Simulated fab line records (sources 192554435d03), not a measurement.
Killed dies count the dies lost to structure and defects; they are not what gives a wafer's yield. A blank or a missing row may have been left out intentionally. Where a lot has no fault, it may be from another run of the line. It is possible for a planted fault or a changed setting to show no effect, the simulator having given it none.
Which tool did it? ; flow n5_finfet ; Sampling: 7 lots, 20 wafers, 6 of 1938 route steps

== WHAT THE GAUGES SHOWED, per wafer ==
N5_BEOL_M3_CD_MEAS_18: pitch 36 nm, target cd 18 nm.
lot;measured;on;cd_nm (nm)
L718;day 8 09:12;cd_sem-01;18.0 17.8 18.0
L722;day 8 14:26;cd_sem-02;17.4 17.4 17.4
L723;day 8 15:22;cd_sem-01;17.4 18.0 18.2
L726;day 9 20:15;cd_sem-02;17.8 17.3 17.3
L729;day 11 03:34;cd_sem-03;17.4 17.8 17.6
L732;day 11 06:36;cd_sem-02;- - -
L738;day 12 10:11;cd_sem-02;17.9 18.0

== EACH LOT AND THE TOOL THAT RAN IT (in order: tool; ch and the chambers of the sampled wafers; start) ==
lot;N5_BEOL_M2_SPUTTER_92;N5_BEOL_M3_ILD_DEP_00;N5_BEOL_M3_ETCH_63;N5_BEOL_M3_ETCH_64;N5_BEOL_M3_HM_OPEN_17
L718;pvd_sputter-02, day 8 05:58;pecvd-01 ch 0,2, day 8 07:36;rie_diel-02 ch 0,2,3, day 8 08:49;rie_diel-02 ch 0,2,3, day 8 08:51;rie_metal-02 ch 0,1, day 8 09:01
L722;pvd_sputter-01, day 8 10:04;pecvd-01 ch 1,2, day 8 11:38;rie_diel-05 ch 1,3, day 8 13:58;rie_diel-05 ch 1,3, day 8 13:59;rie_metal-01 ch 0, day 8 14:10
L723;pvd_sputter-02, day 8 12:32;pecvd-04 ch 0,1,2, day 8 14:07;rie_diel-02 ch 0,1,2, day 8 14:59;rie_diel-02 ch 0,1,2, day 8 15:01;rie_metal-03 ch 0,1, day 8 15:11
L726;pvd_sputter-01, day 9 14:58;pecvd-04 ch 1,2, day 9 16:33;rie_diel-02 ch 0,1, day 9 19:49;rie_diel-02 ch 0,1, day 9 19:50;rie_metal-03 ch 0,1, day 9 20:01
L729;pvd_sputter-02, day 11 00:38;pecvd-01 ch 0,1,2, day 11 02:11;rie_diel-04 ch 0,2,3, day 11 03:08;rie_diel-04 ch 0,2,3, day 11 03:10;rie_metal-02 ch 0,1, day 11 03:20
L732;pvd_sputter-02, day 11 02:42;pecvd-02 ch 0,1, day 11 04:17;rie_diel-05 ch 1,2, day 11 06:13;rie_diel-05 ch 1,2, day 11 06:15;rie_metal-02 ch 0,1, day 11 06:25
L738;pvd_sputter-02, day 12 06:59;pecvd-02 ch 1,2, day 12 08:37;rie_diel-04 ch 1,3, day 12 09:49;rie_diel-04 ch 1,3, day 12 09:53;rie_metal-03 ch 1, day 12 10:02
- N5_BEOL_M2_SPUTTER_92: material Cu, target thk 4.5 nm, time 8.29 s.
- N5_BEOL_M3_ILD_DEP_00: deposits SiOC from DEMS/O2, target thk 79 nm, time 15.3 s.
- N5_BEOL_M3_ETCH_63: etches SiARC in CF4, target depth 15.6 nm, time 26 s.
- N5_BEOL_M3_ETCH_64: etches SOC in N2/H2, target depth 75 nm, overetch 15 nm, time 112.5 s.
- N5_BEOL_M3_HM_OPEN_17: chemistry Cl2/BCl3, target TiN, target depth 20 nm, overetch 6 nm.

== THE ANSWER, worked out from the rows above alone ==
Rule: usual is defined by the lots themselves. The widest of any qualifying gaps counts: lots, ordered by their means at a reading, are off when they make up no more than a third of the lots, leave a main group of 4 or more, and stand apart from it by 3 or more times the standard deviation of that group's means. If all means in a main group match to the digits the tables above print for the reading, that group is not used. Also off: a lot with no number at a reading for which 4 or more lots have one. All remaining lots with rows at the step are treated as sound.
Off: L732, at N5_BEOL_M3_CD_MEAS_18 (cd_nm). Without a number there: L732. The main group: mean 17.7 nm, standard deviation 0.22.
If a tool, at a process step before that reading, ran all the lots that are off and no sound lot after the first of them, it fits. Gauges at N5_BEOL_M3_CD_MEAS_18: tried the same way as those tools. Can't be told from this: 2 tools fit, rie_diel-05 at N5_BEOL_M3_ETCH_63 and N5_BEOL_M3_ETCH_64, rie_metal-02 at N5_BEOL_M3_HM_OPEN_17.

== WHAT WAS PUT IN BY THE SIMULATOR ==
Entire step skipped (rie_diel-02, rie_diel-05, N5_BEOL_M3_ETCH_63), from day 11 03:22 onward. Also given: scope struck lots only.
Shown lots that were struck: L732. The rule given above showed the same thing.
